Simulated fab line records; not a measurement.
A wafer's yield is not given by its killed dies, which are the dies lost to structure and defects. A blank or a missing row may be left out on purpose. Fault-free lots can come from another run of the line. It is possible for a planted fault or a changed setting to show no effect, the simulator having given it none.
Split-lot experiment ; flow n5Finfet ; on a route of 1938 steps: 7 lots, 39 wafers read

== THE SPLIT ITSELF ==
At N5_BEOL_M10_VIA_ETCH_34 (etches SiCOH lowk in C4F6/O2, target depth 184.5 nm, time 69.2 s), the setting timeS was moved away from the recipe's 69.2 s on 15 of the 39 wafers read, by -43.4% to +42.8%. The other wafers ran this setting at the recipe's value.

Reading taken at the split's own step.

== THE READING ==
SOC_of_BEOL_M10_COAT_63.thkNm (the simulator's own value, which no gauge read), in nm, at N5_BEOL_M10_VIA_ETCH_34 (etches SiCOH lowk in C4F6/O2, target depth 184.5 nm, time 69.2 s). The file gives no usual value for it. Across the 24 wafers here that went through the recipe, the average is 92.1 nm and the standard deviation 0.22 nm.

wafer;tool, chamber at the split;timeS as run, s;against the recipe;SOC_of_BEOL_M10_COAT_63.thkNm, nm;against lot-mates on the recipe
L080.1;rieDiel-02, 0;69.2;recipe;92;-
L080.2;rieDiel-02, 3;53.27;-23.0%;94.4;+2.2
L080.3;rieDiel-02, 2;53.27;-23.0%;94;+1.8
L080.4;rieDiel-02, 1;69.2;recipe;92.2;-
L080.5;rieDiel-02, 0;69.2;recipe;92.4;-
L080.6;rieDiel-02, 3;53.27;-23.0%;94;+1.8
L081.1;rieDiel-06, 3;69.2;recipe;92.6;-
L081.2;rieDiel-06, 0;69.2;recipe;92.2;-
L081.5;rieDiel-06, 3;69.2;recipe;91.8;-
L084.1;rieDiel-04, 2;69.2;recipe;92;-
L084.2;rieDiel-04, 0;84.88;+22.7%;90.2;-1.9
L084.3;rieDiel-04, 3;69.2;recipe;92.2;-
L084.4;rieDiel-04, 3;69.2;recipe;92;-
L084.5;rieDiel-04, 2;84.88;+22.7%;90;-2.1
L084.6;rieDiel-04, 0;84.88;+22.7%;90.2;-1.9
L085.1;rieDiel-04, 2;69.2;recipe;92;-
L085.2;rieDiel-04, 0;69.2;recipe;92;-
L085.3;rieDiel-04, 3;69.2;recipe;92;-
L085.4;rieDiel-04, 0;69.2;recipe;92.2;-
L085.5;rieDiel-04, 2;69.2;recipe;91.8;-
L085.6;rieDiel-04, 3;69.2;recipe;92.2;-
L091.1;rieDiel-02, 3;69.2;recipe;92;-
L091.2;rieDiel-02, 0;91.33;+32.0%;89.4;-2.6
L091.3;rieDiel-02, 2;69.2;recipe;92;-
L091.4;rieDiel-02, 1;91.33;+32.0%;89.2;-2.8
L091.5;rieDiel-02, 3;91.33;+32.0%;89.4;-2.6
L091.6;rieDiel-02, 2;69.2;recipe;92;-
L092.1;rieDiel-02, 3;39.19;-43.4%;95.8;+3.5
L092.2;rieDiel-02, 2;69.2;recipe;92.4;-
L092.3;rieDiel-02, 0;39.19;-43.4%;95.6;+3.3
L092.4;rieDiel-02, 1;39.19;-43.4%;95.6;+3.3
L092.5;rieDiel-02, 1;69.2;recipe;92;-
L092.6;rieDiel-02, 0;69.2;recipe;92.4;-
L097.1;rieDiel-02, 1;98.83;+42.8%;89;-3.4
L097.2;rieDiel-02, 0;98.83;+42.8%;89;-3.4
L097.3;rieDiel-02, 3;98.83;+42.8%;88.8;-3.6
L097.4;rieDiel-02, 2;69.2;recipe;92.2;-
L097.5;rieDiel-02, 0;69.2;recipe;92.6;-
L097.6;rieDiel-02, 3;69.2;recipe;92.4;-

FIT RESULTS
A straight line over all 39 wafers: SOC_of_BEOL_M10_COAT_63.thkNm changes by -0.0816 nm for each +1% of timeS; r = -0.99; the points scatter about the line by 0.22 nm.
The same after taking each lot's own level away (the mean of its wafers on the recipe; 39 wafers): -0.0811 nm for each +1%; r = -1.00; scatter 0.17 nm.
The reading moves by 3.5 nm for the largest change in timeS, on that fit.
The lots' own levels span 92.00 to 92.40 nm, that is 1.8 times the standard deviation above.
Hence the lot-to-lot level has little effect on the slope; both slopes agree.
Check: +3.5 nm against its lot-mates is what the line predicts for one of the wafers moved furthest among these (-43.4%) when that wafer is left out of the fit. Against them it came out at +3.53 nm.

== THE OTHER SPLITS THESE WAFERS WENT THROUGH ==
Other splits were also applied to these wafers ahead of the reading. Each is held against what the fit with the lots' levels taken away leaves over:
other split on the same wafers;wafers away from the commonest value;r with SOC_of_BEOL_M10_COAT_63.thkNm (lot level and that fit taken away)
N5_DUMMY_GATE_ETCH_44 targetDepthA;12;+0.09
N5_SD_EPI_N_EPI_21 epiGrowthTimeS;12;-0.13
N5_MOL_CONTACT_COAG_ALD_123 aldCycles;9;+0.18
N5_MOL_CONTACT_COAG_VIA_ETCH_46 targetDepthA;15;-0.10
N5_BEOL_M4_ETCH_70 timeS;12;+0.14
N5_BEOL_M5_CVD_47 targetThkA;9;+0.11

== THE WHOLE CHAIN: every reading that the file lists as answering this split, in the file's order ==
step;what it does;reading;change (the file's fit);r (the file's)
N5_BEOL_M10_VIA_ETCH_34;etches SiCOH lowk in C4F6/O2, target depth 184.5 nm, time 69.2 s;etch.depthNm (the simulator's own value, which no gauge read);+1.85 nm for each +1% of the setting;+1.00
N5_BEOL_M10_VIA_ETCH_34;etches SiCOH lowk in C4F6/O2, target depth 184.5 nm, time 69.2 s;SOC_of_BEOL_M10_COAT_63.thkNm (the simulator's own value, which no gauge read);-0.0812 nm for each +1% of the setting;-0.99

== FILE'S OWN FIT ==
SOC_of_BEOL_M10_COAT_63.thkNm changes by -0.0812 nm for each +1% of timeS, r = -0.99.
